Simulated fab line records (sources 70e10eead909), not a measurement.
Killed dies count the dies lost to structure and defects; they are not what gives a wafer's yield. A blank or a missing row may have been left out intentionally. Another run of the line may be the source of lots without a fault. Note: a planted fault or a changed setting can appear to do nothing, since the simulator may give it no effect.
fab line records	flow nand-harc
record lots=12	wafers=36	last-day=25
route steps=1159 shown P_M1@307 P_M2@326 END@1159
lots that met no fault: from a run of the same line without faults
start-h: hours from the record's first day to the start of the lot's first wafer shown	wait-h: hours from the lot's prior step to this one	" same as the row above	L1.1+2: several wafers, shown together as one row	- no value, or no start given	* or withheld: withheld	< > ~ a bound
route shown NAME@n: a module of which the file shows steps, and the number in the route of the first	usual: mean/standard deviation of fault-free wafers	same: alike in all rows	chamber/n: place in a boat	sites: each site's reading	_std_site: how widely they spread, as a standard deviation	_edge_site: inner sites' mean taken away from outer sites' mean	radius-mm: for every site, how far away it sits from the centre of the wafer	mask NAME#n: copy n	behind: the tool/chamber that last shaped the wafer	hold: what put the lot on hold/how long, in hours/how the hold closed	device: whichever transistor did not switch (one of n, p or np)	end of line: the same wafers' tests at the end of the route	for a step that has no rows: nothing shown but its recipe	killed: not the wafer's yield, but the dies lost to structure and defects at the first sort	map: per-die view of a wafer (x killed, . not killed, _ where there is no die)
set.NAME: the setting the step ran with; set.NAME@STEP: the setting that earlier step ran with	model.NAME: the simulator's own value behind a step, which no gauge read
route steps across a sampled set of lots; one table per step, one row per wafer
services: from which hour (start-h, from the record's first day; less than 0 if before it) a tool's chamber was out of use, for how many hours, and why
## steps
# step NHARC_P_M1_PVD_20
# recipe target-thk-a=50	bias-v=168.6	power-w=15000	chamber-pressure-pa=0.12	time-s=8.06	substrate-temp-c=50	material=TaN
# usual throttle-valve-pct=29.9/0.83
lot.wafer	tool	chamber	start-h	wait-h	throttle-valve-pct
L978.1	pvd-sputter-02	-	-	-	30.1
L978.3	"	-	"	"	31.6
L978.5	"	-	"	"	29.8
L981.2	pvd-sputter-03	-	-	-	31.2
L981.3	"	-	"	"	29.2
L981.6	"	-	"	"	30.7
L980.3	pvd-sputter-01	-	-	-	28.9
L980.4	"	-	"	"	30.3
L980.6	"	-	"	"	28.8
L983.3	pvd-sputter-03	-	-	-	30.2
L983.4	"	-	"	"	29.7
L983.6	"	-	"	"	31.2
L982.3	pvd-sputter-02	-	-	-	28.6
L982.4	"	-	"	"	31.5
L982.2	"	-	"	"	29.6
L984.2	pvd-sputter-03	-	-	-	30.1
L984.1	"	-	"	"	29.8
L984.5	"	-	"	"	30.0
L987.2	pvd-sputter-01	-	-	-	29.5
L987.5	"	-	"	"	29.2
L987.6	"	-	"	"	30.2
L990.1	pvd-sputter-03	-	-	-	30.0
L990.4	"	-	"	"	30.0
L990.2	"	-	"	"	29.1
L995.4	pvd-sputter-02	-	-	-	29.8
L995.1	"	-	"	"	29.2
L995.3	"	-	"	"	29.0
L997.3	pvd-sputter-03	-	-	-	31.0
L997.6	"	-	"	"	31.0
L997.5	"	-	"	"	30.0
L998.2	pvd-sputter-02	-	-	-	29.0
L998.3	"	-	"	"	29.7
L998.1	"	-	"	"	29.1
L999.1	pvd-sputter-03	-	-	-	29.9
L999.4	"	-	"	"	29.8
L999.3	"	-	"	"	29.2
# step NHARC_P_M2_PEB_07
# recipe peb-temp-c=100	peb-time-s=65
# usual heater-power-total-W=156.7/0.4	plate-temp-C=99.95/0.13
lot.wafer	tool	chamber	start-h	wait-h	heater-power-total-W	plate-temp-C
L978.1	litho-track-01	0	144.44	0.1	156.3	99.69
L978.3	"	0	"	"	156.7	99.90
L978.5	"	0	"	"	155.9	99.86
L981.2	litho-track-01	0	146.59	0.1	156.8	99.88
L981.3	"	0	"	"	157.2	100.01
L981.6	"	0	"	"	157.0	99.98
L980.3	litho-track-06	0	153.50	0.1	156.7	99.96
L980.4	"	0	"	"	156.7	99.88
L980.6	"	0	"	"	156.2	99.89
L983.3	litho-track-06	0	167.57	0.0	157.1	99.99
L983.4	"	0	"	"	156.5	99.86
L983.6	"	0	"	"	156.8	99.89
L982.2	litho-track-01	0	167.81	0.1	157.2	99.92
L982.3	"	0	"	"	157.1	99.80
L982.4	"	0	"	"	157.1	100.01
L984.1	litho-track-06	0	178.22	0.1	156.5	99.73
L984.2	"	0	"	"	156.4	100.01
L984.5	"	0	"	"	156.8	100.01
L987.2	litho-track-06	0	219.75	0.1	147.5	95.51
L987.5	"	0	"	"	147.2	95.52
L987.6	"	0	"	"	147.4	95.41
L990.1	litho-track-06	0	220.63	0.1	147.5	95.47
L990.2	"	0	"	"	146.7	95.55
L990.4	"	0	"	"	146.5	95.54
L995.1	litho-track-04	0	237.33	0.1	156.9	100.08
L995.3	"	0	"	"	156.7	100.01
L995.4	"	0	"	"	156.2	100.06
L997.3	litho-track-04	0	254.16	0.0	156.8	100.04
L997.5	"	0	"	"	157.1	99.86
L997.6	"	0	"	"	156.8	100.02
L998.1	litho-track-04	0	254.69	0.1	156.8	100.01
L998.2	"	0	"	"	156.9	100.15
L998.3	"	0	"	"	156.2	100.02
L999.1	litho-track-04	0	264.00	0.1	157.1	100.06
L999.3	"	0	"	"	156.1	99.92
L999.4	"	0	"	"	156.8	100.09
# step NHARC_P_M2_CD_MEAS_09
# recipe target-cd-nm=170	landing-energy-ev=500
# usual cd-nm=169.8/0.76
# same landing-energy-ev=500
lot.wafer	tool	chamber	start-h	wait-h	cd-nm
L978.1	cd-sem-03	0	144.52	-	170.3
L978.3	"	0	"	"	170.3
L978.5	"	0	"	"	169.5
L981.2	cd-sem-02	0	146.67	-	169.3
L981.3	"	0	"	"	169.4
L981.6	"	0	"	"	169.6
L980.3	cd-sem-03	0	153.58	-	168.5
L980.4	"	0	"	"	168.3
L980.6	"	0	"	"	168.8
L983.3	cd-sem-02	0	167.65	-	168.8
L983.4	"	0	"	"	168.6
L983.6	"	0	"	"	169.0
L982.2	cd-sem-03	0	167.89	-	170.1
L982.3	"	0	"	"	170.1
L982.4	"	0	"	"	170.2
L984.1	cd-sem-03	0	178.30	-	169.1
L984.2	"	0	"	"	169.6
L984.5	"	0	"	"	170.0
L987.2	cd-sem-02	0	219.83	-	153.2
L987.5	"	0	"	"	152.1
L987.6	"	0	"	"	152.1
L990.1	cd-sem-03	0	220.71	-	155.6
L990.2	"	0	"	"	156.1
L990.4	"	0	"	"	155.4
L995.1	cd-sem-01	0	237.40	-	170.7
L995.3	"	0	"	"	170.9
L995.4	"	0	"	"	171.2
L997.3	cd-sem-03	0	254.24	-	171.0
L997.5	"	0	"	"	169.9
L997.6	"	0	"	"	170.2
L998.1	cd-sem-02	0	254.77	-	169.8
L998.2	"	0	"	"	169.0
L998.3	"	0	"	"	170.3
L999.1	cd-sem-01	0	264.09	-	169.8
L999.3	"	0	"	"	170.9
L999.4	"	0	"	"	170.4
# step NHARC_P_M2_OVL_MEAS_10
# recipe pitch-nm=340
# usual overlay-x-nm=0.2/0.81	overlay-y-nm=-0.1/0.93
lot.wafer	tool	chamber	start-h	wait-h	overlay-x-nm	overlay-y-nm
L978.1	overlay-01	-	144.61	-	-1.1	-0.5
L978.3	"	-	"	"	-1.3	-0.2
L978.5	"	-	"	"	-1.4	-0.4
L981.2	overlay-01	-	146.76	-	-0.2	-0.4
L981.3	"	-	"	"	-0.5	-0.2
L981.6	"	-	"	"	-0.6	-1.0
L980.3	overlay-01	-	153.67	-	-1.3	-2.0
L980.4	"	-	"	"	-0.7	-1.7
L980.6	"	-	"	"	-0.9	-2.0
L983.3	overlay-01	-	167.73	-	0.2	-1.1
L983.4	"	-	"	"	0.4	-0.6
L983.6	"	-	"	"	0.0	-0.4
L982.2	overlay-02	-	167.97	-	0.0	-1.6
L982.3	"	-	"	"	-0.4	-1.4
L982.4	"	-	"	"	-0.4	-1.6
L984.1	overlay-01	-	178.39	-	1.6	-0.5
L984.2	"	-	"	"	0.7	0.0
L984.5	"	-	"	"	1.2	0.1
L987.2	overlay-02	-	219.91	-	0.8	-0.5
L987.5	"	-	"	"	0.8	-1.1
L987.6	"	-	"	"	0.7	-0.6
L990.1	overlay-01	-	220.79	-	-0.3	1.1
L990.2	"	-	"	"	-0.2	0.5
L990.4	"	-	"	"	-0.5	0.7
L995.1	overlay-01	-	237.50	-	0.4	-0.5
L995.3	"	-	"	"	0.3	-0.2
L995.4	"	-	"	"	0.4	-1.0
L997.3	overlay-02	-	254.32	-	-0.4	0.2
L997.5	"	-	"	"	-0.3	0.9
L997.6	"	-	"	"	0.0	-0.4
L998.1	overlay-01	-	254.86	-	-0.7	1.1
L998.2	"	-	"	"	-0.5	0.9
L998.3	"	-	"	"	-0.2	0.8
L999.1	overlay-02	-	264.17	-	1.7	1.2
L999.3	"	-	"	"	1.5	2.0
L999.4	"	-	"	"	2.1	1.8
# step NHARC_P_M2_INSPECT_11
# usual raw-defect-count=4.3/2.6
lot.wafer	tool	chamber	start-h	wait-h	raw-defect-count
L978.1	defect-inspect-02	-	144.65	0.0	1
L978.3	"	-	"	"	2
L978.5	"	-	"	"	6
L981.2	defect-inspect-01	-	146.80	0.0	5
L981.3	"	-	"	"	3
L981.6	"	-	"	"	5
L980.3	defect-inspect-02	-	153.70	0.0	3
L980.4	"	-	"	"	2
L980.6	"	-	"	"	8
L983.3	defect-inspect-01	-	167.77	0.0	1
L983.4	"	-	"	"	4
L983.6	"	-	"	"	2
L982.2	defect-inspect-01	-	168.01	0.0	8
L982.3	"	-	"	"	2
L982.4	"	-	"	"	6
L984.1	defect-inspect-02	-	178.42	0.0	4
L984.2	"	-	"	"	3
L984.5	"	-	"	"	5
L987.2	defect-inspect-02	-	219.95	0.0	5
L987.5	"	-	"	"	6
L987.6	"	-	"	"	11
L990.1	defect-inspect-01	-	220.83	0.0	5
L990.2	"	-	"	"	4
L990.4	"	-	"	"	5
L995.1	defect-inspect-01	-	237.55	0.1	3
L995.3	"	-	"	"	2
L995.4	"	-	"	"	5
L997.3	defect-inspect-01	-	254.36	0.0	5
L997.5	"	-	"	"	5
L997.6	"	-	"	"	5
L998.1	defect-inspect-02	-	254.90	0.0	5
L998.2	"	-	"	"	2
L998.3	"	-	"	"	7
L999.1	defect-inspect-02	-	264.21	0.0	2
L999.3	"	-	"	"	6
L999.4	"	-	"	"	4
# step NHARC_END_SORT_01
# recipe temp-c=25
# usual defect-limited-yield=95.1/1.6	killed-at-array=29/10	killed-at-other=0.7/1.1	killed-at-periphery=3.3/2.4	killed-dies=33/11	killed-open=3.3/2	killed-short=1.9/1.3	sort_bin_2_pct=1.5/0.67	sort_bin_3_pct=0.27/0.24	sort_bin_4_pct=3.1/1.1	sort-n-pass=644/11	sort-rim-yield-pct=97.1/2.1	sort-yield-pct=95.1/1.6
# same gross-dies=677	sort_bin_5_pct[%]=0	sort_bin_6_pct[%]=0	sort_bin_7_pct[%]=0	sort_bin_8_pct[%]=0	sort-rim-n-gross=106.00
lot.wafer	tool	chamber	start-h	wait-h	defect-limited-yield[%]	killed-at-array	killed-at-other	killed-at-periphery	killed-dies	killed-open	killed-short	sort_bin_2_pct[%]	sort_bin_3_pct[%]	sort_bin_4_pct[%]	sort-n-pass	sort-rim-yield-pct[%]	sort-yield-pct[%]
L978.1	prober-02	0	453.30	2.5	95.6	27	1	2	30	3	3	1.3	0	3.1	647	98.1	95.6
L978.3	prober-02	0	454.88	3.1	95.7	27	0	2	29	5	1	1.8	0.30	2.2	648	97.2	95.7
L978.5	prober-02	0	456.45	3.7	95.1	28	0	5	33	2	4	1.9	0.15	2.8	644	94.3	95.1
L981.2	prober-01	0	454.12	2.8	95.3	29	0	3	32	6	3	1.2	0.30	3.2	645	99.1	95.3
L981.3	prober-01	0	454.93	3.1	96.3	22	0	3	25	3	3	1.6	0	2.1	652	99.1	96.3
L981.6	prober-01	0	457.36	4.0	95.0	31	0	3	34	3	3	1.3	0.15	3.5	643	99.1	95.0
L980.3	prober-02	0	473.59	3.1	98.2	8	1	3	12	5	0	0.6	0.15	1.0	665	99.1	98.2
L980.4	prober-02	0	474.41	3.4	97.6	15	1	0	16	3	1	1.0	0.15	1.2	661	98.1	97.6
L980.6	prober-02	0	476.03	4.1	97.6	11	2	3	16	5	1	1.0	0.15	1.2	661	96.2	97.6
L983.3	prober-01	0	481.91	3.1	94.5	37	0	0	37	3	2	1.6	0.44	3.4	640	100.0	94.5
L983.4	prober-01	0	482.70	3.4	93.2	43	0	3	46	4	3	2.2	0.30	4.3	631	93.4	93.2
L983.6	prober-01	0	484.28	4.0	94.2	37	0	2	39	3	0	1.8	0.30	3.7	638	94.3	94.2
L982.2	prober-01	0	498.87	2.8	95.4	25	1	5	31	4	3	1.3	0.30	3.0	646	97.2	95.4
L982.3	prober-01	0	499.68	3.1	96.2	25	1	0	26	1	1	1.2	0.15	2.5	651	98.1	96.2
L982.4	prober-01	0	500.48	3.4	95.1	31	0	2	33	1	0	0.7	0.15	4.0	644	99.1	95.1
L984.1	prober-02	0	505.97	2.5	94.4	33	1	4	38	4	2	2.4	0.44	2.8	639	95.3	94.4
L984.2	prober-02	0	506.75	2.8	95.4	29	0	2	31	5	2	1.3	0.15	3.1	646	97.2	95.4
L984.5	prober-02	0	509.11	3.6	95.6	26	1	3	30	2	1	1.3	0.30	2.8	647	97.2	95.6
L990.1	prober-02	0	549.52	2.5	93.5	40	0	4	44	5	2	1.9	0	4.6	633	97.2	93.5
L990.2	prober-02	0	550.32	2.8	94.1	35	1	4	40	5	2	2.5	0	3.4	637	97.2	94.1
L990.4	prober-02	0	551.91	3.4	94.4	27	0	11	38	5	1	2.8	0.30	2.5	639	91.5	94.4
L987.2	prober-01	0	550.37	2.8	93.4	29	2	14	45	2	0	3.0	0.15	3.5	632	92.5	93.4
L987.5	prober-01	0	552.77	3.7	92.5	37	1	13	51	9	2	2.4	0.59	4.6	626	90.6	92.5
L987.6	prober-01	0	553.57	4.0	93.9	25	1	15	41	2	1	3.2	0.74	2.1	636	93.4	93.9
L995.1	prober-01	0	574.35	2.5	96.3	20	0	5	25	4	2	1.2	0.15	2.4	652	97.2	96.3
L995.3	prober-01	0	575.95	3.1	98.5	8	1	1	10	2	0	0.1	0	1.3	667	99.1	98.5
L995.4	prober-01	0	576.76	3.4	97.6	15	1	0	16	2	2	0.9	0	1.5	661	97.2	97.6
L998.1	prober-02	0	581.09	2.5	92.9	39	0	9	48	7	4	1.8	0.30	5.0	629	97.2	92.9
L998.2	prober-02	0	581.87	2.8	95.1	31	0	2	33	4	1	1.8	0	3.1	644	98.1	95.1
L998.3	prober-02	0	582.65	3.1	94.5	35	0	2	37	6	2	2.1	0.30	3.1	640	100.0	94.5
L997.3	prober-01	0	583.79	3.1	92.6	45	0	5	50	3	1	2.1	0.15	5.2	627	95.3	92.6
L997.5	prober-01	0	585.41	3.7	92.3	46	4	2	52	1	2	2.7	0.59	4.4	625	98.1	92.3
L997.6	prober-01	0	586.22	4.1	92.6	45	0	5	50	5	1	1.8	0.44	5.2	627	97.2	92.6
L999.1	prober-01	0	592.75	2.5	94.7	35	0	1	36	3	1	2.1	0.59	2.7	641	97.2	94.7
L999.3	prober-01	0	594.37	3.1	94.7	30	0	6	36	4	3	1.3	0.44	3.5	641	98.1	94.7
L999.4	prober-01	0	595.18	3.4	94.2	38	0	1	39	2	2	1.0	0.15	4.6	638	96.2	94.2
# killed by level:class
L978.1 A_CHANNEL_HOLE_D1:chamber-film-flake=15 A_STAIRCASE:chamber-film-flake=4 A_CONTACT:chamber-film-flake=2 A_CHANNEL_HOLE_D1:geometric-particle:short=1 A_CHANNEL_FILL_D1:geometric-particle:open=1 A_WL_FILL:geometric-particle:short=1 A_CONTACT:geometric-particle:open=1 A_CONTACT:geometric-particle:short=1
L981.2 A_CHANNEL_HOLE_D1:chamber-film-flake=20 A_ONON_D1:geometric-particle:open=2 A_ONON_D1:geometric-particle:short=2 A_STAIRCASE:chamber-film-flake=2 P_ZERO_WELL:geometric-particle:open=1 P_GATE:geometric-particle:open=1 P_GATE:geometric-particle:short=1 A_CHANNEL_FILL_D1:geometric-particle:open=1
L978.3 A_CHANNEL_HOLE_D1:chamber-film-flake=15 A_STAIRCASE:chamber-film-flake=4 A_CONTACT:geometric-particle:open=3 A_SLIT:chamber-film-flake=2 P_M0:geometric-particle:open=1 A_CHANNEL_FILL_D1:geometric-particle:short=1 A_WL_FILL:geometric-particle:open=1 P_BONDPAD:chamber-film-flake=1
L981.3 A_CHANNEL_HOLE_D1:chamber-film-flake=12 A_STAIRCASE:chamber-film-flake=4 P_M0:geometric-particle:short=1 P_M0:geometric-particle:open=1 A_SGD_CUT:geometric-particle:open=1 A_WL_FILL:geometric-particle:open=1 A_WL_FILL:geometric-particle:short=1 A_M0:geometric-particle:short=1
L978.5 A_CHANNEL_HOLE_D1:chamber-film-flake=17 A_STAIRCASE:chamber-film-flake=4 P_M1:chamber-film-flake=2 P_GATE:geometric-particle:open=1 P_CONTACT:geometric-particle:short=1 P_M0:geometric-particle:short=1 A_CHANNEL_HOLE_D1:geometric-particle:short=1 A_CHANNEL_FILL_D1:geometric-particle:short=1
L981.6 A_CHANNEL_HOLE_D1:chamber-film-flake=20 A_STAIRCASE:chamber-film-flake=5 P_GATE:geometric-particle:open=2 A_WL_FILL:chamber-film-flake=2 P_GATE:geometric-particle:short=1 A_SOURCE_PLATE:geometric-particle:short=1 A_CHANNEL_FILL_D1:geometric-particle:open=1 A_CHANNEL_FILL_D1:geometric-particle:short=1
L980.3 A_CHANNEL_HOLE_D1:chamber-film-flake=3 A_CONTACT:chamber-film-flake=2 P_CONTACT:geometric-particle:open=1 P_M0:geometric-particle:open=1 A_WL_FILL:geometric-particle:open=1 A_CONTACT:geometric-particle:open=1 A_M1:geometric-particle:open=1 P_GATE:chamber-film-flake=1
L980.4 A_CHANNEL_HOLE_D1:chamber-film-flake=3 A_CONTACT:chamber-film-flake=3 A_BLC:chamber-film-flake=2 A_ONON_D1:geometric-particle:open=1 A_CHANNEL_FILL_D1:geometric-particle:open=1 A_CONTACT:geometric-particle:short=1 A_BLC:geometric-particle:open=1 A_ZERO_WELL:chamber-film-flake=1
L980.6 A_CONTACT:chamber-film-flake=4 A_CONTACT:geometric-particle:open=3 THIN_TSV:chamber-film-flake=2 P_M1:geometric-particle:short=1 A_SGD_CUT:geometric-particle:open=1 A_M1:geometric-particle:open=1 P_GATE:chamber-film-flake=1 P_M1:chamber-film-flake=1
L983.3 A_CHANNEL_HOLE_D1:chamber-film-flake=15 A_SLIT:chamber-film-flake=11 A_STAIRCASE:chamber-film-flake=3 A_CHANNEL_FILL_D1:geometric-particle:open=2 A_CONTACT:chamber-film-flake=2 A_ONON_D1:geometric-particle:open=1 A_WL_FILL:geometric-particle:short=1 A_BLC:geometric-particle:short=1
L983.4 A_CHANNEL_HOLE_D1:chamber-film-flake=21 A_SLIT:chamber-film-flake=11 A_STAIRCASE:chamber-film-flake=4 P_CONTACT:geometric-particle:open=1 P_M2:geometric-particle:short=1 A_ONON_D1:geometric-particle:open=1 A_CHANNEL_FILL_D1:geometric-particle:short=1 A_SGD_CUT:geometric-particle:open=1
L983.6 A_CHANNEL_HOLE_D1:chamber-film-flake=17 A_SLIT:chamber-film-flake=10 A_CONTACT:chamber-film-flake=6 A_BLC:geometric-particle:open=2 A_STAIRCASE:chamber-film-flake=2 P_M1:geometric-particle:open=1 P_STI:chamber-film-flake=1
L982.2 A_SLIT:chamber-film-flake=13 A_CHANNEL_HOLE_D1:chamber-film-flake=4 A_STAIRCASE:chamber-film-flake=2 A_BONDPAD:chamber-film-flake=2 P_GATE:geometric-particle:open=1 P_M1:geometric-particle:open=1 A_ONON_D1:geometric-particle:short=1 A_CHANNEL_FILL_D1:geometric-particle:short=1
L982.3 A_SLIT:chamber-film-flake=17 A_STAIRCASE:chamber-film-flake=3 A_CONTACT:chamber-film-flake=2 A_SGD_CUT:geometric-particle:short=1 A_M1:geometric-particle:open=1 A_CHANNEL_FILL_D1:chamber-film-flake=1 THIN_TSV:chamber-film-flake=1
L982.4 A_SLIT:chamber-film-flake=18 A_CHANNEL_FILL_D1:chamber-film-flake=5 A_CHANNEL_HOLE_D1:chamber-film-flake=4 P_ZERO_WELL:chamber-film-flake=2 A_STAIRCASE:chamber-film-flake=2 A_CHANNEL_FILL_D1:geometric-particle:open=1 A_CONTACT:chamber-film-flake=1
L984.1 A_CHANNEL_HOLE_D1:chamber-film-flake=20 A_STAIRCASE:chamber-film-flake=4 A_CONTACT:chamber-film-flake=3 P_STI:chamber-film-flake=2 P_CONTACT:geometric-particle:open=1 A_CHANNEL_HOLE_D1:geometric-particle:open=1 A_M0:geometric-particle:open=1 A_M0:geometric-particle:short=1
L984.2 A_CHANNEL_HOLE_D1:chamber-film-flake=19 A_CONTACT:chamber-film-flake=4 P_GATE:geometric-particle:open=1 P_M0:geometric-particle:open=1 A_CHANNEL_FILL_D1:geometric-particle:open=1 A_WL_FILL:geometric-particle:open=1 A_WL_FILL:geometric-particle:short=1 A_CONTACT:geometric-particle:open=1
L984.5 A_CHANNEL_HOLE_D1:chamber-film-flake=18 A_CONTACT:chamber-film-flake=5 A_STAIRCASE:chamber-film-flake=2 P_GATE:geometric-particle:open=1 P_CONTACT:geometric-particle:open=1 A_ONON_D1:geometric-particle:short=1 P_STI:chamber-film-flake=1 HYBRID_BOND:chamber-film-flake=1
L990.1 A_CHANNEL_HOLE_D1:chamber-film-flake=25 A_STAIRCASE:chamber-film-flake=7 A_M0:geometric-particle:open=3 P_CONTACT:chamber-film-flake=2 P_GATE:geometric-particle:open=1 A_SOURCE_PLATE:geometric-particle:open=1 A_SOURCE_PLATE:geometric-particle:short=1 A_M0:geometric-particle:short=1
L990.2 A_CHANNEL_HOLE_D1:chamber-film-flake=22 A_STAIRCASE:chamber-film-flake=5 A_CONTACT:geometric-particle:open=3 A_WL_FILL:geometric-particle:short=2 P_STI:chamber-film-flake=2 P_GATE:geometric-particle:open=1 A_SGD_CUT:geometric-particle:open=1 P_CONTACT:chamber-film-flake=1
L987.2 A_SLIT:chamber-film-flake=14 P_M2:area-peb=10 A_CHANNEL_HOLE_D1:chamber-film-flake=9 A_CONTACT:chamber-film-flake=5 THIN_TSV:chamber-film-flake=2 P_CONTACT:geometric-particle:open=1 A_SOURCE_PLATE:geometric-particle:open=1 P_STI:chamber-film-flake=1
L990.4 A_CHANNEL_HOLE_D1:chamber-film-flake=18 P_M2:area-peb=6 A_STAIRCASE:chamber-film-flake=4 P_M0:geometric-particle:open=2 P_CONTACT:chamber-film-flake=2 A_WL_FILL:chamber-film-flake=2 P_CONTACT:geometric-particle:open=1 A_SOURCE_PLATE:geometric-particle:open=1
L987.5 A_SLIT:chamber-film-flake=16 A_CHANNEL_HOLE_D1:chamber-film-flake=11 P_M2:area-peb=6 A_CONTACT:chamber-film-flake=3 P_STI:geometric-particle:open=2 P_CONTACT:geometric-particle:open=2 P_CONTACT:chamber-film-flake=2 A_CHANNEL_FILL_D1:geometric-particle:open=1
L987.6 A_SLIT:chamber-film-flake=17 P_M2:area-peb=10 P_M1:chamber-film-flake=3 A_CHANNEL_HOLE_D1:chamber-film-flake=3 A_CONTACT:chamber-film-flake=3 P_GATE:geometric-particle:open=1 A_SGD_CUT:geometric-particle:short=1 A_WL_FILL:geometric-particle:open=1
L995.1 A_CHANNEL_HOLE_D1:chamber-film-flake=7 A_CONTACT:chamber-film-flake=5 A_SLIT:chamber-film-flake=4 P_ZERO_WELL:chamber-film-flake=2 P_GATE:geometric-particle:open=1 P_CONTACT:geometric-particle:short=1 P_CONTACT:geometric-particle:open=1 A_WL_FILL:geometric-particle:short=1
L995.3 A_CHANNEL_HOLE_D1:chamber-film-flake=4 A_CONTACT:geometric-particle:open=2 A_SLIT:chamber-film-flake=2 P_BONDPAD:chamber-film-flake=1 THIN_TSV:chamber-film-flake=1
L995.4 A_CHANNEL_HOLE_D1:chamber-film-flake=5 A_CONTACT:chamber-film-flake=3 A_ONON_D1:geometric-particle:short=2 A_SLIT:chamber-film-flake=2 A_ONON_D1:geometric-particle:open=1 A_CONTACT:geometric-particle:open=1 A_STAIRCASE:chamber-film-flake=1 THIN_TSV:chamber-film-flake=1
L998.1 A_SLIT:chamber-film-flake=16 A_CHANNEL_HOLE_D1:chamber-film-flake=11 P_CONTACT:geometric-particle:open=3 P_ZERO_WELL:chamber-film-flake=2 A_CHANNEL_FILL_D1:chamber-film-flake=2 A_STAIRCASE:chamber-film-flake=2 P_GATE:geometric-particle:short=1 P_CONTACT:geometric-particle:short=1
L998.2 A_SLIT:chamber-film-flake=15 A_STAIRCASE:chamber-film-flake=5 A_CHANNEL_HOLE_D1:chamber-film-flake=4 A_WL_FILL:chamber-film-flake=4 P_CONTACT:geometric-particle:open=1 P_M0:geometric-particle:open=1 A_SOURCE_PLATE:geometric-particle:open=1 A_WL_FILL:geometric-particle:short=1
L998.3 A_SLIT:chamber-film-flake=15 A_CHANNEL_HOLE_D1:chamber-film-flake=8 A_WL_FILL:chamber-film-flake=3 A_CHANNEL_FILL_D1:geometric-particle:short=2 A_BLC:geometric-particle:open=2 A_STAIRCASE:chamber-film-flake=2 P_CONTACT:geometric-particle:open=1 A_CHANNEL_FILL_D1:geometric-particle:open=1
L997.3 A_CHANNEL_HOLE_D1:chamber-film-flake=20 A_SLIT:chamber-film-flake=19 P_ZERO_WELL:chamber-film-flake=2 P_M2:chamber-film-flake=2 A_STAIRCASE:chamber-film-flake=2 P_CONTACT:geometric-particle:short=1 A_CHANNEL_FILL_D1:geometric-particle:open=1 A_WL_FILL:geometric-particle:open=1
L997.5 A_CHANNEL_HOLE_D1:chamber-film-flake=22 A_SLIT:chamber-film-flake=18 THIN_TSV:chamber-film-flake=3 A_CONTACT:chamber-film-flake=2 A_STAIRCASE:chamber-film-flake=2 P_GATE:geometric-particle:open=1 A_SOURCE_PLATE:geometric-particle:short=1 A_CONTACT:geometric-particle:short=1
L997.6 A_CHANNEL_HOLE_D1:chamber-film-flake=18 A_SLIT:chamber-film-flake=18 A_CONTACT:chamber-film-flake=3 A_M0:geometric-particle:open=2 P_ZERO_WELL:chamber-film-flake=2 P_STI:geometric-particle:open=1 P_M0:geometric-particle:open=1 A_ONON_D1:geometric-particle:short=1
L999.1 A_SLIT:chamber-film-flake=16 A_CHANNEL_HOLE_D1:chamber-film-flake=9 A_CONTACT:chamber-film-flake=4 A_CHANNEL_HOLE_D1:geometric-particle:short=1 A_SGD_CUT:geometric-particle:open=1 A_WL_FILL:geometric-particle:open=1 A_CONTACT:geometric-particle:open=1 P_GATE:chamber-film-flake=1
L999.3 A_SLIT:chamber-film-flake=14 A_CHANNEL_HOLE_D1:chamber-film-flake=9 P_CONTACT:geometric-particle:open=2 A_CHANNEL_FILL_D1:chamber-film-flake=2 P_GATE:geometric-particle:short=1 P_M1:geometric-particle:short=1 A_SOURCE_PLATE:geometric-particle:short=1 A_SOURCE_PLATE:geometric-particle:open=1
L999.4 A_SLIT:chamber-film-flake=18 A_CHANNEL_HOLE_D1:chamber-film-flake=8 A_CHANNEL_FILL_D1:chamber-film-flake=3 A_ZERO_WELL:chamber-film-flake=2 A_STAIRCASE:chamber-film-flake=2 A_ONON_D1:geometric-particle:open=1 A_ONON_D1:geometric-particle:short=1 A_CHANNEL_HOLE_D1:geometric-particle:short=1
## services
tool	chamber	start-h	hours	kind
litho-track-04	-	141.00	7.0	pm
pvd-sputter-01	-	158.06	10.0	pm
pvd-sputter-02	-	167.76	0.7	repair
pvd-sputter-01	-	210.20	3.8	repair
pvd-sputter-02	-	214.00	10.0	pm
pvd-sputter-01	-	219.12	1.2	repair
pvd-sputter-01	-	237.14	38.6	repair
## key
first-sign step=NHARC_P_M2_PEB_07	reading=plate-temp-C	direction=down	sigmas=33	usual=*	struck=*
effect step=NHARC_P_M2_PEB_07	reading=heater-power-total-W	direction=down	sigmas=24	usual=*	struck=*
effect step=NHARC_P_M2_CD_MEAS_09	reading=cd-nm	direction=down	sigmas=21	usual=169.8	struck=154.1	through=control-loop
effect step=NHARC_END_SORT_01	reading=killed-at-periphery	direction=up	sigmas=2.9	usual=3.3	struck=10.2	wafers-moved=4
met-at NHARC_P_M2_PEB_07
struck-lots L987,L990
loop-trim step=NHARC_P_M2_EXPOSE_06	setting=dose	lots=L990
not-acting-at NHARC_P_M1_PVD_20,NHARC_P_M2_OVL_MEAS_10,NHARC_P_M2_INSPECT_11
onset-between 178.22 219.75
fault kind=process-parameter-drift	tool=litho-track-06	chamber=-	onset-h=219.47	steps=NHARC_P_M2_PEB_07	channel=peb-temp-c	offset=*	shape=step	end-h=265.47	acts-in=*	stated=*
# loop-trim: a control loop set the setting to another value than it would have without faults
